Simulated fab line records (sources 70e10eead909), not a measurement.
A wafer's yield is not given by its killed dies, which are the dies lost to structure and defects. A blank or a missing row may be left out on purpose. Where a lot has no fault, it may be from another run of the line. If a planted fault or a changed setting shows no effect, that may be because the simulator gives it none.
fab line records ; flow nandHarc
record: lots: 12; wafers: 36; lastDay: 25
route steps=1159 shown P_GATE@202 P_CONTACT@229
lots that met no fault: taken from a fault-free run of the same line
startH: hours from the record's first day to the start of the lot's first wafer shown ; waitH: how many hours have passed since the lot's step before this one ; " same as the row above ; L1.1+2: a row that stands for several wafers ; - no value present, or no start provided ; * or withheld: withheld ; < > ~ a bound
route shown NAME@n: a module of which the file shows steps, and the number in the route of the first ; usual: mean/standard deviation taken from wafers without a fault ; same: alike in all rows ; chamber/n: place in a boat ; sites: per-site readings ; _std_site: the values' standard deviation ; _edge_site: outer sites' mean less inner sites' ; radiusMm: for every site, how far away it sits from the centre of the wafer ; mask NAME#n: copy n ; behind: the tool/chamber that last shaped the wafer ; hold: the reason the lot was held/the length of the hold in hours/how it ended ; device: whichever transistor did not switch (one of n, p or np) ; end of line: the tests these same wafers got at the end of their route ; a step with no rows: only its recipe ; killed: count of dies lost to structure and defects at first sort (not the wafer's yield) ; map: per-die view of a wafer (x killed, . not killed, _ where there is no die)
set.NAME: the setting the step ran with; set.NAME@STEP: the setting that earlier step ran with ; model.NAME: the simulator's own value behind a step, which no gauge read
one table for each step of the route and one row for each wafer, over a sample of lots
services: when a tool's chamber went out of use (startH, in hours from the record's first day, below 0 if earlier), for how many hours, and the reason
== steps ==
step: NHARC_P_GATE_DESCUM_93
recipe: timeS: 3; o2FlowSccm: 200; arFlowSccm: 0; biasPowerW: 0; chemistry: O2
usual: drypumpMotorCurrentA: 5.8/0.39; oesProductAu: 1.001/0.012; rfVppV: 57.7/0.94; showerheadPlenumPTorr: 1.91/0.091; throttleValvePct: 11.310/0.0093
same: biasPowerW: 0; timeS: 3
lot.wafer;tool;chamber;startH;waitH;drypumpMotorCurrentA;oesProductAu;rfHoursCounterH;rfVppV;showerheadPlenumPTorr;throttleValvePct
L145.2;rieDiel-08;1;113.70;-;6.1;0.992;31;58.6;1.88;11.305
L145.4;rieDiel-08;0;113.70;-;6.3;1.014;31;57.4;1.86;11.313
L145.5;rieDiel-08;2;113.70;-;4.9;1.001;-;58.0;2.04;11.314
L149.4;rieDiel-04;1;128.48;-;5.5;0.994;2;58.7;1.91;11.304
L149.1;rieDiel-04;3;128.48;-;6.0;0.983;3;59.1;2.00;11.322
L149.5;rieDiel-04;0;128.48;-;5.7;1.000;-;57.5;1.99;11.324
L148.3;rieDiel-04;0;128.87;-;5.7;1.017;2;57.7;1.99;11.315
L148.1;rieDiel-04;2;128.87;-;5.6;1.010;3;58.2;2.08;11.325
L148.4;rieDiel-04;3;128.87;-;5.9;0.994;3;59.8;2.00;11.320
L150.2;rieDiel-08;1;140.22;-;6.1;0.980;1;57.4;1.88;11.306
L150.5;rieDiel-08;1;140.22;-;6.2;0.988;-;58.1;1.88;11.313
L150.6;rieDiel-08;2;140.22;-;4.9;0.995;-;57.2;2.04;11.315
L152.1;rieDiel-06;2;150.90;-;5.7;1.004;26;58.5;1.82;11.302
L152.2;rieDiel-06;1;150.90;-;6.2;1.029;23;57.1;1.81;11.322
L152.6;rieDiel-06;2;150.90;-;5.7;0.999;-;57.1;1.82;11.322
L154.3;rieDiel-06;0;162.74;-;5.6;0.999;30;57.4;1.80;11.307
L154.1;rieDiel-06;2;162.74;-;5.7;0.998;30;56.8;1.82;11.302
L154.4;rieDiel-06;3;162.74;-;5.8;1.019;32;58.6;2.00;11.320
L161.3;rieDiel-08;3;204.42;-;6.2;0.989;14;57.2;1.83;11.309
L161.4;rieDiel-08;2;204.42;-;4.9;0.996;15;57.0;2.04;11.298
L161.5;rieDiel-08;3;204.42;-;6.2;0.992;-;56.6;1.83;11.319
L160.1;rieDiel-06;0;205.15;-;5.6;1.009;48;57.0;1.79;11.307
L160.5;rieDiel-06;3;205.15;-;5.8;1.021;-;57.9;1.99;11.313
L160.4;rieDiel-06;2;205.15;-;5.7;1.001;-;57.9;1.81;11.298
L163.1;rieDiel-04;3;216.40;-;6.0;0.981;39;58.6;1.99;11.307
L163.3;rieDiel-04;0;216.40;-;5.7;1.018;37;57.2;1.98;11.309
L163.5;rieDiel-04;1;216.40;-;5.5;1.003;-;58.7;1.89;11.318
L162.3;rieDiel-04;2;216.68;-;5.6;1.002;40;57.3;2.06;11.307
L162.6;rieDiel-04;1;216.68;-;5.5;1.001;-;56.8;1.89;11.313
L162.5;rieDiel-04;2;216.68;-;5.6;0.993;-;57.9;2.06;11.317
L167.2;rieDiel-08;3;238.28;-;6.2;1.008;20;58.9;1.83;11.315
L167.1;rieDiel-08;2;238.28;-;4.9;0.997;21;57.0;2.04;11.316
L167.6;rieDiel-08;2;238.28;-;4.9;0.991;-;59.5;2.04;11.301
L166.4;rieDiel-08;1;246.75;-;6.1;0.989;22;57.3;1.87;11.313
L166.2;rieDiel-08;2;246.75;-;4.9;0.993;22;59.7;2.03;11.305
L166.5;rieDiel-08;3;246.75;-;6.2;0.995;-;58.4;1.83;11.300
step: NHARC_P_GATE_STRIP_95
recipe: powerW: 1500; tempC: 250; chemistry: O2
usual: drypumpMotorCurrentA: 5.77/0.049; heaterPowerW: 333/27
lot.wafer;tool;chamber;startH;waitH;drypumpMotorCurrentA;heaterPowerW;rfHoursCounterH
L145.2;plasmaAsher-02;1;114.80;0.5;5.74;366;35
L145.4;plasmaAsher-02;1;114.80;0.5;5.75;355;-
L145.5;plasmaAsher-02;0;114.80;0.5;5.85;299;-
L149.1;plasmaAsher-01;1;129.56;0.6;5.78;329;8
L149.4;plasmaAsher-01;0;129.56;0.6;5.74;361;-
L149.5;plasmaAsher-01;0;129.56;0.6;5.72;361;-
L148.1;plasmaAsher-02;0;130.05;0.5;5.86;289;40
L148.4;plasmaAsher-02;1;130.05;0.5;5.73;360;-
L148.3;plasmaAsher-02;0;130.05;0.5;5.82;294;-
L150.2;plasmaAsher-02;1;141.32;0.6;5.74;352;43
L150.6;plasmaAsher-02;1;141.32;0.6;5.73;361;-
L150.5;plasmaAsher-02;0;141.32;0.6;5.86;291;-
L152.1;plasmaAsher-02;1;151.98;0.6;5.74;354;47
L152.2;plasmaAsher-02;0;151.98;0.6;5.81;297;47
L152.6;plasmaAsher-02;0;151.98;0.6;5.84;293;-
L154.1;plasmaAsher-02;0;164.09;0.6;5.83;297;52
L154.3;plasmaAsher-02;0;164.09;0.6;5.85;299;-
L154.4;plasmaAsher-02;1;164.09;0.6;5.73;351;-
L161.4;plasmaAsher-01;0;205.54;0.4;5.74;351;-
L161.3;plasmaAsher-01;1;205.54;0.4;5.76;318;-
L161.5;plasmaAsher-01;1;205.54;0.4;5.75;327;-
L160.1;plasmaAsher-02;1;206.25;0.6;5.72;362;5
L160.4;plasmaAsher-02;1;206.25;0.6;5.75;362;-
L160.5;plasmaAsher-02;1;206.25;0.6;5.74;358;-
L163.1;plasmaAsher-02;0;217.47;0.5;5.85;293;10
L163.3;plasmaAsher-02;0;217.47;0.5;5.82;299;-
L163.5;plasmaAsher-02;1;217.47;0.5;5.73;349;-
L162.3;plasmaAsher-01;0;217.77;0.4;5.76;358;-
L162.6;plasmaAsher-01;0;217.77;0.4;5.75;357;-
L162.5;plasmaAsher-01;1;217.77;0.4;5.75;325;-
L167.1;plasmaAsher-01;0;239.40;0.6;5.70;357;45
L167.2;plasmaAsher-01;1;239.40;0.6;5.74;328;45
L167.6;plasmaAsher-01;1;239.40;0.6;5.76;325;-
L166.2;plasmaAsher-01;1;247.82;0.5;5.77;331;49
L166.4;plasmaAsher-01;1;247.82;0.5;5.76;326;-
L166.5;plasmaAsher-01;0;247.82;0.5;5.73;364;-
step: NHARC_P_CONTACT_EXPOSE_09
recipe: na: 1.35; targetCdNm: 90; doseMj: 81.26; maskId: P_CA
lot.wafer;tool;chamber;startH;waitH;mask
L145.2+4+5;arfiScanner-02;0;119.09;-;P_CA#0
L149.1+4+5;arfiScanner-02;0;132.75;-;P_CA#0
L148.1+3+4;arfiScanner-03;0;133.46;-;P_CA#0
L150.2+5+6;arfiScanner-01;0;144.96;-;P_CA#0
L152.1+2+6;arfiScanner-01;0;155.53;-;P_CA_R1#0
L154.1+3+4;arfiScanner-03;0;167.38;-;P_CA#0
L161.3+4+5;arfiScanner-02;0;208.82;-;P_CA#0
L160.1+4+5;arfiScanner-02;0;209.45;-;P_CA#0
L163.1+3+5;arfiScanner-03;0;220.81;-;P_CA#0
L162.3+5+6;arfiScanner-01;0;221.06;-;P_CA#0
L167.1+2+6;arfiScanner-01;0;242.68;-;P_CA#0
L166.2+4+5;arfiScanner-01;0;251.31;-;P_CA#0
step: NHARC_P_CONTACT_CD_MEAS_12
recipe: targetCdNm: 90; landingEnergyEv: 500
usual: cdNm: 89.9/0.57
lot.wafer;tool;chamber;startH;waitH;cdNm
L145.2;cdSem-02;0;119.24;-;90.3
L145.4;cdSem-02;0;119.24;-;89.6
L145.5;cdSem-02;0;119.24;-;89.1
L149.1;cdSem-02;0;132.89;-;89.6
L149.4;cdSem-02;0;132.89;-;89.9
L149.5;cdSem-02;0;132.89;-;90.4
L148.1;cdSem-01;0;133.60;-;90.1
L148.3;cdSem-01;0;133.60;-;90.4
L148.4;cdSem-01;0;133.60;-;90.7
L150.2;cdSem-02;0;145.10;-;89.2
L150.5;cdSem-02;0;145.10;-;89.2
L150.6;cdSem-02;0;145.10;-;89.1
L152.1;cdSem-01;0;155.67;-;85.9
L152.2;cdSem-01;0;155.67;-;86.0
L152.6;cdSem-01;0;155.67;-;85.5
L154.1;cdSem-03;0;167.52;-;89.7
L154.3;cdSem-03;0;167.52;-;89.4
L154.4;cdSem-03;0;167.52;-;88.7
L161.3;cdSem-03;0;208.96;-;89.5
L161.4;cdSem-03;0;208.96;-;90.1
L161.5;cdSem-03;0;208.96;-;90.7
L160.1;cdSem-02;0;209.59;-;89.9
L160.4;cdSem-02;0;209.59;-;90.0
L160.5;cdSem-02;0;209.59;-;89.7
L163.1;cdSem-01;0;220.95;-;90.3
L163.3;cdSem-01;0;220.95;-;89.6
L163.5;cdSem-01;0;220.95;-;90.0
L162.3;cdSem-01;0;221.19;-;91.1
L162.5;cdSem-01;0;221.19;-;90.6
L162.6;cdSem-01;0;221.19;-;90.1
L167.1;cdSem-03;0;242.82;-;89.9
L167.2;cdSem-03;0;242.82;-;90.1
L167.6;cdSem-03;0;242.82;-;91.3
L166.2;cdSem-02;0;251.45;-;89.2
L166.4;cdSem-02;0;251.45;-;89.7
L166.5;cdSem-02;0;251.45;-;90.2
step: NHARC_P_CONTACT_ALD_22
recipe: targetThkA: 30; pulseTimeS: 1; aldCycles: 150; tempC: 450; material: TiN
usual: heaterPowerW: 1055/110; precursorPulseHeightRel: 0.996/0.021
lot.wafer;tool;chamber;startH;waitH;heaterPowerW;precursorPulseHeightRel
L145.2;aldMetal-04;1;121.31;-;1065;1.027
L145.5;aldMetal-04;3;121.31;-;1104;0.998
L145.4;aldMetal-04;1;121.31;-;1065;1.005
L149.1;aldMetal-01;1;135.10;-;957;0.969
L149.4;aldMetal-01;3;135.10;-;952;0.954
L149.5;aldMetal-01;1;135.10;-;988;0.986
L148.1;aldMetal-04;0;135.66;-;1123;1.026
L148.3;aldMetal-04;1;135.66;-;1034;1.022
L148.4;aldMetal-04;3;135.66;-;1060;1.011
L150.2;aldMetal-04;3;147.21;-;1075;1.015
L150.5;aldMetal-04;0;147.21;-;1112;0.977
L150.6;aldMetal-04;3;147.21;-;1062;0.968
L152.2;aldMetal-04;3;158.12;-;1065;1.009
L152.1;aldMetal-04;0;158.12;-;1123;0.975
L152.6;aldMetal-04;0;158.12;-;1104;0.985
L154.4;aldMetal-02;1;169.55;-;1359;0.959
L154.3;aldMetal-02;2;169.55;-;1244;1.013
L154.1;aldMetal-02;3;169.55;-;1176;0.995
L161.3;aldMetal-04;3;211.07;-;1071;0.997
L161.4;aldMetal-04;0;211.07;-;1121;1.012
L161.5;aldMetal-04;2;211.07;-;1035;1.022
L160.1;aldMetal-02;3;211.60;-;1187;0.993
L160.4;aldMetal-02;2;211.60;-;1194;1.015
L160.5;aldMetal-02;0;211.60;-;1054;1.023
L163.3;aldMetal-01;0;223.27;-;1087;0.972
L163.1;aldMetal-01;2;223.27;-;850;0.984
L163.5;aldMetal-01;3;223.27;-;959;0.998
L162.3;aldMetal-01;2;224.21;-;877;0.961
L162.6;aldMetal-01;2;224.21;-;879;1.019
L162.5;aldMetal-01;3;224.21;-;935;0.985
L167.2;aldMetal-04;2;245.31;-;1037;1.016
L167.1;aldMetal-04;3;245.31;-;1176;0.971
L167.6;aldMetal-04;0;245.31;-;1068;1.027
L166.2;aldMetal-04;2;253.47;-;1052;1.003
L166.4;aldMetal-04;3;253.47;-;1167;0.993
L166.5;aldMetal-04;2;253.47;-;1052;1.025
== services ==
tool;chamber;startH;hours;kind
plasmaAsher-01;-;99.00;9.0;pm
aldMetal-01;-;102.00;10.0;pm
rieDiel-04;-;111.97;9.0;pm
rieDiel-06;1;120.98;3.8;repair
rieDiel-08;-;124.86;9.0;pm
arfiScanner-03;-;136.56;1.9;repair
rieDiel-04;1;160.85;3.3;repair
aldMetal-04;3;161.20;5.6;repair
aldMetal-01;2;181.79;15.3;repair
plasmaAsher-02;-;183.67;9.0;pm
aldMetal-02;-;186.00;10.0;pm
arfiScanner-01;-;189.06;1.7;repair
arfiScanner-01;-;196.00;4.0;pm
rieDiel-06;1;202.75;4.9;repair
aldMetal-04;-;203.31;0.5;repair
rieDiel-06;1;215.78;28.6;repair
aldMetal-04;2;218.26;8.5;repair
arfiScanner-02;-;218.86;21.7;repair
rieDiel-08;0;222.34;17.2;repair
rieDiel-08;-;227.69;1.1;repair
aldMetal-04;-;228.00;10.0;pm
arfiScanner-03;-;232.67;4.0;pm
rieDiel-08;-;240.22;1.5;repair
rieDiel-06;-;242.80;9.0;pm
== key ==
firstSign: step: NHARC_P_CONTACT_EXPOSE_09; reading: mask; direction: changed
effect: step: NHARC_P_CONTACT_CD_MEAS_12; reading: cdNm; direction: down; sigmas: 7.2; usual: 89.9; struck: 85.8
metAt NHARC_P_CONTACT_EXPOSE_09
struckLots L152
testerLeftOut L152
notActingAt NHARC_P_GATE_DESCUM_93,NHARC_P_GATE_STRIP_95,NHARC_P_CONTACT_ALD_22
onsetBetween 144.96 155.53
fault: kind: wrongMask; tool: any; chamber: -; onsetH: 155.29; steps: NHARC_P_CONTACT_EXPOSE_09; auxCopy: P_CA_R1#0; cdOffsetNm: -3.0132; scope: struckLotsOnly
testerLeftOut: of these lots the tester's yield and bins aren't shown, on N5 and GAA mostly nor the transistor test; their killed dies are dies lost to structure and defects alone, not to doping, threshold or leakage, so they don't give the yield
